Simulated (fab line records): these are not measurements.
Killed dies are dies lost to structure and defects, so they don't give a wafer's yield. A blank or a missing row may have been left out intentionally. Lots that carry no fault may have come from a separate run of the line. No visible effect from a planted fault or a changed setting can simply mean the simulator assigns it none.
fab line records	flow nand-harc
record: lots: 10	wafers: 30	last-day: 24
route steps=1159 shown P_BONDPAD@367 END@1159
lots with no fault: from the same line, run without faults
start-h: hours from the record's first day to the start of the lot's first wafer shown	wait-h: hours elapsed since this lot's preceding step	" unchanged from the row above	L1.1+2: one row covering several wafers at once	- no value present, or no start provided	* or withheld: withheld	< > ~ a bound
route shown NAME@n: a module of which the file shows steps, and the number in the route of the first	usual: the fault-free wafers' mean and standard deviation	same: alike in all rows	chamber/n: place in a boat	sites: per-site readings	_std_site: how widely they spread, as a standard deviation	_edge_site: the outer-site mean with the inner-site mean subtracted	radius-mm: for every site, how far away it sits from the centre of the wafer	mask NAME#n: copy n	behind: tool/chamber where the wafer was last shaped	hold: the reason the lot was held/the length of the hold in hours/how it ended	device: transistor that didn't switch, given as n, p or np	end of line: tests of these same wafers at the route's end	where a step has no rows: the recipe by itself	killed: dies that structure and defects cost at the first sort, which is not the same as the wafer's yield	map: the dies of a wafer, with x for killed, . for not killed, _ for no die there
set.NAME: the setting the step ran with; set.NAME@STEP: the setting that earlier step ran with	model.NAME: the simulator's own value behind a step, which no gauge read
a sample of lots followed through the steps of the route, with each step as a table and each wafer as a row
services: a tool's chamber out of use, with start hour (start-h, from the record's first day; less than 0 if before it), hours out, and reason
== steps ==
step: NHARC_P_BONDPAD_DESCUM_11
recipe: time-s: 3	o2-flow-sccm: 200	ar-flow-sccm: 0	bias-power-w: 0	chemistry: O2
usual: drypump-motor-current-A: 5.96/0.29	oes-product-au: 1.005/0.01	rf-vpp-V: 57.8/0.85	showerhead-plenum-p-Torr: 1.95/0.072	throttle-valve-pct: 11.311/0.01
lot.wafer	tool	chamber	start-h	wait-h	drypump-motor-current-A	oes-product-au	rf-hours-counter-h	rf-vpp-V	showerhead-plenum-p-Torr	throttle-valve-pct
L225.1	rie-diel-07	0	129.29	-	6.31	0.988	27	58.8	2.02	11.308
L225.3	"	2	"	"	6.01	1.002	29	59.6	2.07	11.309
L225.6	"	3	"	"	5.46	0.982	-	58.0	2.02	11.310
L226.4	rie-diel-08	2	145.40	-	5.95	1.010	1	58.8	2.03	11.321
L226.2	"	0	"	"	5.89	1.006	1	57.6	1.90	11.315
L226.6	"	2	"	"	5.95	1.004	-	56.6	2.03	11.301
L228.4	rie-diel-08	2	146.76	-	5.97	1.016	1	58.4	2.03	11.309
L228.1	"	0	"	"	5.91	1.014	1	57.9	1.90	11.314
L228.3	"	1	"	"	6.33	0.993	1	58.3	1.99	11.293
L230.2	rie-diel-08	1	158.33	-	6.35	1.002	2	57.6	1.99	11.306
L230.5	"	2	"	"	5.97	1.026	-	59.3	2.02	11.322
L230.6	"	3	"	"	5.65	0.998	-	56.3	1.84	11.298
L229.2	rie-diel-08	1	158.45	-	6.31	0.988	2	59.1	1.99	11.320
L229.3	"	2	"	"	5.96	1.013	2	58.1	2.02	11.316
L229.6	"	0	"	"	5.86	1.011	-	57.4	1.90	11.314
L231.1	rie-diel-08	1	172.36	-	6.33	1.001	2	58.8	1.99	11.306
L231.4	"	3	"	"	5.66	1.008	3	55.7	1.84	11.304
L231.6	"	1	"	"	6.34	1.000	-	57.9	1.99	11.321
L235.1	rie-diel-08	1	194.74	-	6.32	0.995	5	58.3	1.99	11.320
L235.3	"	2	"	"	5.94	1.020	5	58.4	2.02	11.298
L235.6	"	2	"	"	5.96	1.022	-	58.0	2.02	11.303
L241.3	rie-diel-08	2	230.50	-	5.98	1.011	9	59.1	2.02	11.313
L241.4	"	3	"	"	5.67	1.007	9	55.3	1.84	11.322
L241.1	"	0	"	"	5.90	1.011	9	58.4	1.90	11.303
L244.1	rie-diel-07	3	251.18	-	5.41	0.984	6	56.7	2.01	11.308
L244.3	"	1	"	"	5.43	1.026	6	57.0	1.90	11.304
L244.5	"	2	"	"	6.03	1.003	-	59.2	2.05	11.318
L246.1	rie-diel-07	3	257.39	-	5.50	0.984	9	57.6	2.01	11.297
L246.5	"	0	"	"	6.31	1.015	-	56.7	2.01	11.316
L246.6	"	1	"	"	5.43	1.026	-	58.0	1.89	11.312
step: NHARC_P_BONDPAD_ETCH_37
recipe: target-depth-a: 600	overetch-a: 180	time-s: 65.91	ion-energy-ev: 200	n2-flow-sccm: 150	h2-flow-sccm: 150	ar-flow-sccm: 0	rf-w: 400	bias-w: 150	chemistry: N2/H2
usual: drypump-motor-current-A: 5.98/0.28	oes-product-au: 1.005/0.0094	rf-fwd-power-W: 397.4/1.4	rf-vpp-V: 431.6/2.2	showerhead-plenum-p-Torr: 2.08/0.078	throttle-valve-pct: 14.172/0.0095
lot.wafer	tool	chamber	start-h	wait-h	drypump-motor-current-A	oes-product-au	rf-fwd-power-W	rf-hours-counter-h	rf-vpp-V	showerhead-plenum-p-Torr	throttle-valve-pct
L225.1	rie-diel-07	0	129.38	0.1	6.30	0.989	397.0	27	433.0	2.16	14.176
L225.3	"	1	"	"	5.44	1.000	396.6	27	429.2	2.04	14.163
L225.6	"	3	"	"	5.48	0.996	394.2	-	433.2	2.16	14.183
L226.4	rie-diel-08	2	145.48	0.1	5.97	1.011	398.0	1	435.1	2.16	14.163
L226.2	"	1	"	"	6.35	0.986	398.9	1	433.3	2.12	14.169
L226.6	"	3	"	"	5.70	1.005	397.2	-	427.7	1.96	14.178
L228.4	rie-diel-08	0	146.84	0.1	5.96	1.023	397.3	1	429.5	2.03	14.181
L228.1	"	2	"	"	5.94	1.020	399.8	1	434.1	2.16	14.152
L228.3	"	3	"	"	5.65	1.007	396.4	1	427.9	1.96	14.159
L230.2	rie-diel-08	0	158.49	0.2	5.90	1.012	398.9	2	430.5	2.03	14.169
L230.6	"	3	"	"	5.66	1.004	395.8	-	429.1	1.96	14.175
L230.5	"	0	"	"	5.91	1.003	400.6	-	431.0	2.03	14.162
L229.2	rie-diel-08	0	158.52	0.1	5.92	1.016	397.3	2	431.0	2.03	14.168
L229.3	"	1	"	"	6.32	0.997	397.2	2	432.9	2.12	14.182
L229.6	"	1	"	"	6.34	0.988	396.1	-	431.9	2.12	14.160
L231.4	rie-diel-08	1	172.45	0.1	6.34	0.997	398.8	2	431.9	2.12	14.171
L231.1	"	3	"	"	5.68	1.012	399.9	3	429.0	1.96	14.180
L231.6	"	1	"	"	6.34	0.995	397.0	-	431.2	2.12	14.166
L235.1	rie-diel-08	3	194.84	0.1	5.59	1.011	399.3	5	427.4	1.96	14.169
L235.3	"	1	"	"	6.34	1.004	397.2	5	433.0	2.12	14.164
L235.6	"	2	"	"	6.00	1.011	399.8	-	433.7	2.16	14.158
L241.1	rie-diel-08	0	230.58	0.1	5.90	1.001	397.0	9	431.0	2.03	14.189
L241.4	"	1	"	"	6.32	0.997	399.1	9	434.2	2.12	14.165
L241.3	"	2	"	"	6.01	1.009	398.2	9	435.3	2.16	14.175
L244.3	rie-diel-07	2	251.26	0.1	6.03	1.002	399.1	5	432.9	2.19	14.165
L244.1	"	1	"	"	5.43	1.029	395.8	6	430.3	2.02	14.179
L244.5	"	3	"	"	5.45	0.986	397.5	-	432.3	2.14	14.190
L246.1	rie-diel-07	1	257.68	0.3	5.43	1.024	395.0	9	431.5	2.02	14.177
L246.6	"	1	"	"	5.44	1.010	398.5	-	429.6	2.02	14.175
L246.5	"	2	"	"	6.02	1.006	397.8	-	434.7	2.19	14.164
step: NHARC_P_BONDPAD_ETCH_12
recipe: target-depth-a: 2000	time-s: 100	chf3-flow-sccm: 50	o2-flow-sccm: 10	ar-flow-sccm: 200	rf-w: 500	bias-w: 200	chemistry: CHF3/O2
usual: drypump-motor-current-A: 5.97/0.28	oes-product-au: 0.949/0.024	rf-fwd-power-W: 497.8/1.5	rf-vpp-V: 371.4/2.1	showerhead-plenum-p-Torr: 2.44/0.085	throttle-valve-pct: 20.573/0.0083
lot.wafer	tool	chamber	start-h	wait-h	drypump-motor-current-A	oes-product-au	rf-fwd-power-W	rf-hours-counter-h	rf-vpp-V	showerhead-plenum-p-Torr	throttle-valve-pct
L225.3	rie-diel-07	1	129.46	-	5.44	0.939	496.7	27	369.8	2.40	20.569
L225.1	"	3	"	"	5.48	0.923	497.3	26	373.1	2.53	20.582
L225.6	"	1	"	"	5.45	0.930	498.8	-	370.5	2.40	20.575
L226.2	rie-diel-08	1	145.57	-	6.36	0.960	497.2	1	372.9	2.49	20.580
L226.4	"	3	"	"	5.65	0.972	497.6	1	368.1	2.32	20.573
L226.6	"	2	"	"	5.96	0.974	498.7	-	373.5	2.54	20.563
L228.4	rie-diel-08	0	146.93	-	5.90	0.998	497.6	1	371.3	2.39	20.558
L228.3	"	1	"	"	6.33	0.975	500.5	1	372.3	2.49	20.572
L228.1	"	2	"	"	5.99	0.976	497.5	1	374.5	2.54	20.581
L230.2	rie-diel-08	0	158.59	-	5.90	0.944	500.3	2	369.2	2.39	20.585
L230.5	"	2	"	"	5.99	0.935	499.8	-	373.9	2.54	20.586
L230.6	"	3	"	"	5.64	0.929	497.1	-	368.2	2.32	20.560
L229.2	rie-diel-08	0	158.63	-	5.95	0.930	496.5	2	370.0	2.39	20.565
L229.3	"	1	"	"	6.35	0.917	499.3	2	372.2	2.49	20.556
L229.6	"	0	"	"	5.90	0.931	496.6	-	370.9	2.39	20.584
L231.1	rie-diel-08	1	172.53	-	6.32	0.914	497.2	2	374.1	2.49	20.584
L231.4	"	0	"	"	5.90	0.925	497.9	3	369.7	2.39	20.576
L231.6	"	1	"	"	6.32	0.920	496.4	-	372.3	2.49	20.587
L235.3	rie-diel-08	3	194.92	-	5.61	0.988	496.3	5	368.3	2.32	20.582
L235.1	"	0	"	"	5.98	0.984	498.0	5	369.5	2.39	20.570
L235.6	"	0	"	"	5.95	0.981	500.1	-	369.9	2.39	20.561
L241.4	rie-diel-08	0	230.68	-	5.97	0.706	297.8	9	370.2	2.39	20.582
L241.3	"	1	"	"	6.34	0.935	498.9	9	372.8	2.49	20.571
L241.1	"	2	"	"	5.95	0.935	497.2	9	373.8	2.53	20.568
L244.3	rie-diel-07	1	251.36	-	5.43	0.999	495.2	6	370.2	2.38	20.578
L244.1	"	3	"	"	5.47	0.937	501.5	6	373.2	2.51	20.564
L244.5	"	1	"	"	5.42	0.992	495.8	-	369.8	2.38	20.576
L246.1	rie-diel-07	0	257.82	-	6.29	0.944	496.5	9	373.6	2.51	20.578
L246.5	"	2	"	"	6.01	0.956	498.6	-	374.1	2.57	20.580
L246.6	"	3	"	"	5.48	0.945	497.0	-	373.6	2.51	20.552
step: NHARC_P_BONDPAD_STRIP_15
recipe: o2-flow-sccm: 500	ar-flow-sccm: 0	bias-w: 0	chemistry: O2
usual: drypump-motor-current-A: 6.04/0.27	oes-product-au: 1.004/0.0085	rf-vpp-V: 58.0/0.94	showerhead-plenum-p-Torr: 3.56/0.12	throttle-valve-pct: 17.036/0.0094
lot.wafer	tool	chamber	start-h	wait-h	drypump-motor-current-A	oes-product-au	rf-hours-counter-h	rf-vpp-V	showerhead-plenum-p-Torr	throttle-valve-pct
L225.1	rie-diel-06	2	129.67	0.1	6.40	1.011	24	57.3	3.62	17.048
L225.3	"	3	"	"	5.74	1.013	25	57.0	3.63	17.062
L225.6	"	3	"	"	5.74	0.995	-	57.9	3.63	17.043
L226.4	rie-diel-06	0	145.80	0.1	6.31	1.006	24	57.0	3.39	17.054
L226.2	"	1	"	"	6.24	1.002	29	57.1	3.53	17.039
L226.6	"	0	"	"	6.34	0.999	-	57.1	3.39	17.031
L228.3	rie-diel-08	1	147.15	0.1	6.34	1.002	1	57.3	3.66	17.032
L228.1	"	2	"	"	5.96	1.025	1	58.4	3.72	17.034
L228.4	"	3	"	"	5.61	1.009	1	57.1	3.41	17.043
L230.2	rie-diel-08	3	158.78	0.1	5.68	1.003	2	57.8	3.41	17.033
L230.5	"	3	"	"	5.66	1.006	-	59.1	3.41	17.022
L230.6	"	0	"	"	5.94	1.005	-	58.5	3.51	17.057
L229.3	rie-diel-08	0	158.91	0.1	5.97	0.993	2	58.7	3.51	17.039
L229.2	"	1	"	"	6.36	0.997	2	58.6	3.66	17.029
L229.6	"	3	"	"	5.68	1.008	-	57.7	3.41	17.034
L231.4	rie-diel-08	3	172.75	0.1	5.64	1.002	3	60.6	3.41	17.033
L231.1	"	1	"	"	6.34	1.001	2	57.9	3.66	17.030
L231.6	"	3	"	"	5.68	1.002	-	58.4	3.41	17.049
L235.1	rie-diel-06	0	195.13	0.1	6.36	0.988	45	57.7	3.38	17.037
L235.3	"	3	"	"	5.75	1.015	50	59.2	3.62	17.036
L235.6	"	1	"	"	6.25	0.989	-	56.5	3.52	17.034
L241.3	rie-diel-08	0	230.89	0.1	5.92	1.002	9	57.8	3.51	17.032
L241.1	"	2	"	"	5.96	1.018	9	58.5	3.72	17.047
L241.4	"	3	"	"	5.65	1.005	9	57.4	3.41	17.043
L244.1	rie-diel-08	1	251.58	0.1	6.38	1.000	12	59.4	3.66	17.032
L244.3	"	2	"	"	5.99	1.005	12	56.2	3.71	17.034
L244.5	"	0	"	"	5.86	1.000	-	58.3	3.51	17.028
L246.1	rie-diel-08	2	258.05	0.1	5.96	1.007	12	57.3	3.71	17.023
L246.6	"	0	"	"	5.86	1.004	-	58.1	3.51	17.027
L246.5	"	1	"	"	6.33	0.999	-	59.1	3.66	17.020
step: NHARC_END_SORT_01
recipe: temp-c: 25
usual: defect-limited-yield: 95.6/1.4	killed-at-array: 26/9	killed-at-other: 0.8/1.2	killed-at-periphery: 3.2/2.3	killed-dies: 30/9.1	killed-open: 3.5/2	killed-short: 1.8/1.4	sort_bin_2_pct: 1.4/0.59	sort_bin_3_pct: 0.25/0.22	sort_bin_4_pct: 2.8/0.91	sort-n-pass: 647/9.1	sort-rim-yield-pct: 95.4/3	sort-yield-pct: 95.6/1.4
same: gross-dies: 677	sort_bin_5_pct[%]: 0	sort_bin_6_pct[%]: 0	sort_bin_7_pct[%]: 0	sort_bin_8_pct[%]: 0	sort-rim-n-gross: 106.00
lot.wafer	tool	chamber	start-h	wait-h	hold	defect-limited-yield[%]	killed-at-array	killed-at-other	killed-at-periphery	killed-dies	killed-open	killed-short	sort_bin_2_pct[%]	sort_bin_3_pct[%]	sort_bin_4_pct[%]	sort-n-pass	sort-rim-yield-pct[%]	sort-yield-pct[%]
L225.1	prober-02	0	444.58	2.5	-	94.8	28	2	5	35	5	2	1.5	0	3.7	642	100.0	94.8
L225.3	prober-02	0	446.18	3.1	-	95.3	27	1	4	32	1	2	0.9	0.15	3.7	645	97.2	95.3
L225.6	prober-02	0	448.59	4.0	-	95.4	25	0	6	31	1	2	1.5	0	3.1	646	97.2	95.4
L226.2	prober-02	0	455.39	2.8	-	95.9	25	2	1	28	2	0	1.2	0.30	2.7	649	98.1	95.9
L226.4	prober-02	0	456.98	3.4	-	95.4	27	2	2	31	3	0	1.6	0.15	2.8	646	97.2	95.4
L226.6	prober-02	0	458.57	4.0	-	96.2	23	0	3	26	6	2	1.3	0.30	2.2	651	98.1	96.2
L228.1	prober-02	0	462.34	2.5	-	95.6	27	1	2	30	7	1	1.0	0	3.4	647	97.2	95.6
L228.3	prober-02	0	463.93	3.1	-	97.2	19	0	0	19	5	4	0.9	0.30	1.6	658	96.2	97.2
L228.4	prober-02	0	464.72	3.4	-	96.3	20	0	5	25	11	2	1.3	0.30	2.1	652	97.2	96.3
L229.2	prober-01	0	471.37	2.8	-	96.8	18	3	1	22	1	1	0.6	0.44	2.2	655	97.2	96.8
L229.3	prober-01	0	472.17	3.1	-	96.2	18	4	4	26	4	3	1.2	0.30	2.4	651	94.3	96.2
L229.6	prober-01	0	474.57	4.0	-	96.6	17	5	1	23	2	1	0.9	0.44	2.1	654	98.1	96.6
L230.2	prober-02	0	471.37	2.8	-	97.8	13	0	2	15	3	1	0.3	0.44	1.5	662	96.2	97.8
L230.5	prober-02	0	473.81	3.7	-	95.0	29	1	4	34	3	6	1.3	0.15	3.5	643	92.5	95.0
L230.6	prober-02	0	474.62	4.1	-	96.3	19	0	6	25	3	0	0.9	0.59	2.2	652	93.4	96.3
L231.1	prober-01	0	481.35	2.5	-	94.7	27	2	7	36	5	4	2.1	0.30	3.0	641	98.1	94.7
L231.4	prober-01	0	483.75	3.4	-	93.5	34	5	5	44	2	3	2.8	0.15	3.5	633	97.2	93.5
L231.6	prober-01	0	485.35	4.0	-	96.5	19	2	3	24	3	0	1.2	0.30	2.1	653	99.1	96.5
L235.1	prober-02	0	491.37	2.5	-	93.9	39	1	1	41	4	0	1.9	0.44	3.7	636	98.1	93.9
L235.3	prober-02	0	492.97	3.1	-	96.0	25	0	2	27	3	2	2.1	0.30	1.6	650	98.1	96.0
L235.6	prober-02	0	495.38	4.0	-	96.8	22	0	0	22	2	1	0.6	0.30	2.4	655	100.0	96.8
L241.1	prober-01	0	542.76	2.5	await-dispo/2.1h/release	95.4	28	0	3	31	4	1	1.9	0	2.7	646	96.2	95.4
L241.3	prober-01	0	544.36	3.1	await-dispo/2.1h/release	94.7	35	0	1	36	2	1	1.2	0.15	4.0	641	98.1	94.7
L241.4	prober-01	0	545.16	3.4	await-dispo/2.1h/release	0	35	1	641	677	5	0	96.0	0.44	3.5	0	0	0
L244.1	prober-01	0	564.24	2.5	-	97.0	17	0	3	20	1	0	1.0	0.15	1.8	657	95.3	97.0
L244.3	prober-01	0	565.86	3.1	-	97.0	18	0	2	20	2	2	1.2	0	1.8	657	97.2	97.0
L244.5	prober-01	0	567.48	3.7	-	96.8	18	0	4	22	4	4	0.9	0	2.4	655	95.3	96.8
L246.1	prober-02	0	564.29	2.5	-	96.2	21	0	5	26	3	1	1.2	0.44	2.2	651	95.3	96.2
L246.5	prober-02	0	567.44	3.7	-	96.0	22	0	5	27	2	6	1.6	0	2.4	650	94.3	96.0
L246.6	prober-02	0	568.23	3.9	-	95.6	25	0	5	30	7	3	1.3	0.15	3.0	647	93.4	95.6
killed by level:class
L225.1 A_CHANNEL_HOLE_D1:chamber-film-flake=9 A_STAIRCASE:chamber-film-flake=6 A_SLIT:chamber-film-flake=4 P_STI:chamber-film-flake=3 A_CONTACT:chamber-film-flake=3 THIN_TSV:chamber-film-flake=2 P_GATE:geometric-particle:open=1 A_CHANNEL_HOLE_D1:geometric-particle:short=1
L225.3 A_CHANNEL_HOLE_D1:chamber-film-flake=10 A_STAIRCASE:chamber-film-flake=8 A_SLIT:chamber-film-flake=4 P_STI:chamber-film-flake=2 A_CONTACT:chamber-film-flake=2 P_CONTACT:geometric-particle:open=1 P_CONTACT:geometric-particle:short=1 A_CHANNEL_FILL_D1:geometric-particle:short=1
L225.6 A_STAIRCASE:chamber-film-flake=7 A_CHANNEL_HOLE_D1:chamber-film-flake=6 A_SLIT:chamber-film-flake=6 P_STI:chamber-film-flake=4 A_CONTACT:chamber-film-flake=2 P_GATE:geometric-particle:short=1 A_BLC:geometric-particle:open=1 A_M0:geometric-particle:short=1
L226.2 A_CHANNEL_HOLE_D1:chamber-film-flake=16 A_CONTACT:chamber-film-flake=4 A_CHANNEL_FILL_D1:chamber-film-flake=2 THIN_TSV:chamber-film-flake=2 A_ONON_D1:geometric-particle:open=1 A_M1:geometric-particle:open=1 P_BONDPAD:chamber-film-flake=1 A_ZERO_WELL:chamber-film-flake=1
L226.4 A_CHANNEL_HOLE_D1:chamber-film-flake=12 A_CONTACT:chamber-film-flake=9 A_CHANNEL_FILL_D1:chamber-film-flake=2 THIN_TSV:chamber-film-flake=2 P_CONTACT:geometric-particle:open=1 P_M0:geometric-particle:open=1 A_CONTACT:geometric-particle:open=1 A_ZERO_WELL:chamber-film-flake=1
L226.6 A_CHANNEL_HOLE_D1:chamber-film-flake=10 A_CONTACT:chamber-film-flake=4 P_M1:geometric-particle:open=2 A_WL_FILL:geometric-particle:short=2 A_ONON_D1:geometric-particle:open=1 A_CHANNEL_FILL_D1:geometric-particle:open=1 A_CONTACT:geometric-particle:open=1 A_BLC:geometric-particle:open=1
L228.1 A_STAIRCASE:chamber-film-flake=12 A_M0:geometric-particle:open=4 A_SLIT:chamber-film-flake=4 A_CHANNEL_HOLE_D1:chamber-film-flake=2 A_CONTACT:chamber-film-flake=2 P_CONTACT:geometric-particle:open=1 P_M0:geometric-particle:open=1 A_ONON_D1:geometric-particle:open=1
L228.3 A_SLIT:chamber-film-flake=6 A_CHANNEL_HOLE_D1:geometric-particle:short=2 A_CHANNEL_FILL_D1:geometric-particle:short=2 A_CHANNEL_FILL_D1:geometric-particle:open=2 A_CHANNEL_HOLE_D1:chamber-film-flake=2 A_ONON_D1:geometric-particle:open=1 A_CONTACT:geometric-particle:open=1 A_M1:geometric-particle:open=1
L228.4 A_STAIRCASE:chamber-film-flake=5 A_SLIT:chamber-film-flake=4 P_CONTACT:geometric-particle:open=3 A_CHANNEL_HOLE_D1:geometric-particle:open=2 A_CONTACT:geometric-particle:open=2 A_CHANNEL_HOLE_D1:chamber-film-flake=2 P_CONTACT:geometric-particle:short=1 P_M0:geometric-particle:open=1
L229.2 A_CHANNEL_HOLE_D1:chamber-film-flake=13 THIN_TSV:chamber-film-flake=3 A_CONTACT:chamber-film-flake=2 P_CONTACT:geometric-particle:short=1 A_STAIRCASE:geometric-particle:open=1 A_STAIRCASE:chamber-film-flake=1 A_WL_FILL:chamber-film-flake=1
L230.2 A_SLIT:chamber-film-flake=5 A_CONTACT:chamber-film-flake=3 A_CHANNEL_FILL_D1:geometric-particle:open=2 P_M1:geometric-particle:open=1 A_CHANNEL_FILL_D1:geometric-particle:short=1 P_CONTACT:chamber-film-flake=1 A_ZERO_WELL:chamber-film-flake=1 A_CHANNEL_HOLE_D1:chamber-film-flake=1
L229.3 A_CHANNEL_HOLE_D1:chamber-film-flake=8 THIN_TSV:chamber-film-flake=4 A_CHANNEL_FILL_D1:chamber-film-flake=3 A_CONTACT:chamber-film-flake=3 P_STI:geometric-particle:short=1 P_GATE:geometric-particle:short=1 P_CONTACT:geometric-particle:open=1 P_M0:geometric-particle:open=1
L230.5 A_SLIT:chamber-film-flake=8 A_CONTACT:chamber-film-flake=7 P_CONTACT:chamber-film-flake=4 A_CHANNEL_HOLE_D1:chamber-film-flake=3 A_CHANNEL_HOLE_D1:geometric-particle:short=2 A_WL_FILL:geometric-particle:short=2 A_M0:geometric-particle:short=2 A_M0:geometric-particle:open=2
L229.6 A_CHANNEL_HOLE_D1:chamber-film-flake=11 THIN_TSV:chamber-film-flake=4 A_CONTACT:chamber-film-flake=3 P_M1:geometric-particle:open=1 A_CHANNEL_FILL_D1:geometric-particle:short=1 STARTING-WAFER:geometric-particle:open=1 A_CHANNEL_FILL_D1:chamber-film-flake=1 A_WL_FILL:chamber-film-flake=1
L230.6 A_SLIT:chamber-film-flake=12 P_CONTACT:geometric-particle:open=2 P_GATE:chamber-film-flake=2 P_CONTACT:chamber-film-flake=2 A_CHANNEL_HOLE_D1:chamber-film-flake=2 A_STAIRCASE:chamber-film-flake=2 A_M0:geometric-particle:open=1 A_WL_FILL:chamber-film-flake=1
L231.1 A_CHANNEL_HOLE_D1:chamber-film-flake=16 A_STAIRCASE:chamber-film-flake=4 A_CONTACT:chamber-film-flake=3 P_M0:geometric-particle:open=2 THIN_TSV:chamber-film-flake=2 P_GATE:geometric-particle:short=1 P_GATE:geometric-particle:open=1 P_CONTACT:geometric-particle:short=1
L231.4 A_CHANNEL_HOLE_D1:chamber-film-flake=23 THIN_TSV:chamber-film-flake=5 A_WL_FILL:geometric-particle:short=3 A_STAIRCASE:chamber-film-flake=3 A_CONTACT:chamber-film-flake=3 P_ZERO_WELL:chamber-film-flake=2 A_CHANNEL_FILL_D1:chamber-film-flake=2 P_M0:geometric-particle:open=1
L231.6 A_CHANNEL_HOLE_D1:chamber-film-flake=11 A_STAIRCASE:chamber-film-flake=3 A_CONTACT:chamber-film-flake=3 THIN_TSV:chamber-film-flake=2 P_GATE:geometric-particle:open=1 P_CONTACT:geometric-particle:open=1 A_M0:geometric-particle:open=1 P_ZERO_WELL:chamber-film-flake=1
L235.1 A_CHANNEL_HOLE_D1:chamber-film-flake=22 A_CONTACT:chamber-film-flake=5 A_STAIRCASE:chamber-film-flake=4 A_WL_FILL:chamber-film-flake=3 A_CONTACT:geometric-particle:open=2 A_SOURCE_PLATE:geometric-particle:open=1 A_WL_FILL:geometric-particle:open=1 P_ZERO_WELL:chamber-film-flake=1
L235.3 A_CHANNEL_HOLE_D1:chamber-film-flake=13 A_CONTACT:chamber-film-flake=4 A_CHANNEL_FILL_D1:chamber-film-flake=2 P_M0:geometric-particle:open=1 P_M1:geometric-particle:open=1 A_ONON_D1:geometric-particle:open=1 A_CHANNEL_FILL_D1:geometric-particle:short=1 A_WL_FILL:geometric-particle:short=1
L235.6 A_CHANNEL_HOLE_D1:chamber-film-flake=12 A_CONTACT:chamber-film-flake=5 A_M0:geometric-particle:open=2 A_WL_FILL:geometric-particle:short=1 A_ZERO_WELL:chamber-film-flake=1 A_WL_FILL:chamber-film-flake=1
L241.1 A_CHANNEL_HOLE_D1:chamber-film-flake=15 A_STAIRCASE:chamber-film-flake=4 A_CONTACT:chamber-film-flake=3 P_STI:chamber-film-flake=2 A_M0:chamber-film-flake=2 P_CONTACT:geometric-particle:open=1 A_ONON_D1:geometric-particle:open=1 A_CHANNEL_FILL_D1:geometric-particle:short=1
L241.3 A_CHANNEL_HOLE_D1:chamber-film-flake=16 A_CONTACT:chamber-film-flake=10 A_STAIRCASE:chamber-film-flake=3 A_M0:chamber-film-flake=3 A_CONTACT:geometric-particle:open=2 A_ONON_D1:geometric-particle:short=1 P_ZERO_WELL:chamber-film-flake=1
L241.4 P_BONDPAD:area-etch=636 A_CHANNEL_HOLE_D1:chamber-film-flake=23 A_CONTACT:chamber-film-flake=4 P_CONTACT:geometric-particle:open=2 P_STI:chamber-film-flake=2 A_STAIRCASE:chamber-film-flake=2 A_M0:chamber-film-flake=2 A_WL_FILL:geometric-particle:open=1
L244.1 A_CHANNEL_HOLE_D1:chamber-film-flake=8 P_GATE:chamber-film-flake=3 A_STAIRCASE:chamber-film-flake=3 A_CONTACT:chamber-film-flake=2 A_SGD_CUT:geometric-particle:open=1 A_SLIT:chamber-film-flake=1 A_BLC:chamber-film-flake=1 A_BONDPAD:chamber-film-flake=1
L246.1 A_CHANNEL_HOLE_D1:chamber-film-flake=7 A_CONTACT:chamber-film-flake=6 A_STAIRCASE:chamber-film-flake=4 P_STI:chamber-film-flake=2 A_WL_FILL:chamber-film-flake=2 P_CONTACT:geometric-particle:open=1 P_M0:geometric-particle:open=1 A_ONON_D1:geometric-particle:open=1
L244.3 A_CONTACT:chamber-film-flake=5 A_CHANNEL_HOLE_D1:chamber-film-flake=4 A_SLIT:chamber-film-flake=3 A_STAIRCASE:chamber-film-flake=2 P_M1:geometric-particle:open=1 A_CONTACT:geometric-particle:short=1 A_CONTACT:geometric-particle:open=1 A_M1:geometric-particle:short=1
L246.5 A_CHANNEL_HOLE_D1:chamber-film-flake=5 A_STAIRCASE:chamber-film-flake=4 A_CONTACT:chamber-film-flake=4 A_WL_FILL:geometric-particle:short=3 P_STI:chamber-film-flake=3 P_GATE:geometric-particle:open=1 A_CHANNEL_HOLE_D1:geometric-particle:short=1 A_CHANNEL_FILL_D1:geometric-particle:short=1
L244.5 A_CHANNEL_HOLE_D1:chamber-film-flake=5 A_CONTACT:chamber-film-flake=4 P_GATE:chamber-film-flake=2 P_CONTACT:geometric-particle:open=1 A_ONON_D1:geometric-particle:open=1 A_ONON_D1:geometric-particle:short=1 A_CHANNEL_FILL_D1:geometric-particle:short=1 A_WL_FILL:geometric-particle:open=1
L246.6 A_CHANNEL_HOLE_D1:chamber-film-flake=7 A_CONTACT:chamber-film-flake=7 A_STAIRCASE:chamber-film-flake=4 P_M0:geometric-particle:open=2 A_M1:geometric-particle:open=2 P_STI:chamber-film-flake=2 P_CONTACT:geometric-particle:open=1 A_ONON_D1:geometric-particle:short=1
== services ==
tool	chamber	start-h	hours	kind
rie-diel-08	-	124.80	9.0	pm
rie-diel-08	0	124.80	9.0	vent-cycle
rie-diel-08	1	124.80	12.7	vent-cycle
rie-diel-08	2	124.80	9.0	vent-cycle
rie-diel-08	3	124.80	9.0	vent-cycle
rie-diel-08	0	133.80	-	clean
rie-diel-08	2	133.80	-	clean
rie-diel-08	3	133.80	-	clean
rie-diel-08	0	158.30	-	clean
rie-diel-08	1	158.30	-	clean
rie-diel-08	2	158.30	-	clean
rie-diel-08	3	158.30	-	clean
rie-diel-07	2	162.71	6.0	repair
rie-diel-08	0	182.80	-	clean
rie-diel-08	1	182.80	-	clean
rie-diel-08	2	182.80	-	clean
rie-diel-08	3	182.80	-	clean
rie-diel-06	1	183.57	9.1	repair
rie-diel-08	0	207.42	-	clean
rie-diel-08	1	207.42	-	clean
rie-diel-08	2	207.42	-	clean
rie-diel-07	1	209.74	2.7	repair
rie-diel-07	-	228.23	9.0	pm
rie-diel-06	-	241.20	9.0	pm
== key ==
first-sign: step: NHARC_P_BONDPAD_ETCH_12	reading: rf-fwd-power-W	direction: down	sigmas: 99+	usual: *	struck: *
effect: step: NHARC_P_BONDPAD_ETCH_12	reading: oes-product-au	direction: down	sigmas: 9.9	usual: 0.949	struck: 0.706
effect: step: NHARC_END_SORT_01	reading: killed-at-periphery	direction: up	sigmas: 99+	usual: 3.2	struck: 641
more-kills-born-at: NHARC_P_BONDPAD_ETCH_12@rie-diel-08: 636
met-at NHARC_P_BONDPAD_ETCH_12
struck-lots L241
struck-wafers L241.4
later-rows-left-out L241.4
not-acting-at NHARC_P_BONDPAD_DESCUM_11,NHARC_P_BONDPAD_ETCH_37,NHARC_P_BONDPAD_STRIP_15
onset-between 194.92 230.68
fault: kind: process-parameter-drift	tool: rie-diel-08	chamber: 0	onset-h: 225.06	steps: NHARC_P_BONDPAD_ETCH_12	channel: rf-w	offset: *	shape: step	end-h: 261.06	acts-in: *	stated: *
later-rows-left-out: the simulator's readings of these wafers behind a module that went badly wrong aren't trusted and aren't shown, but for the sort
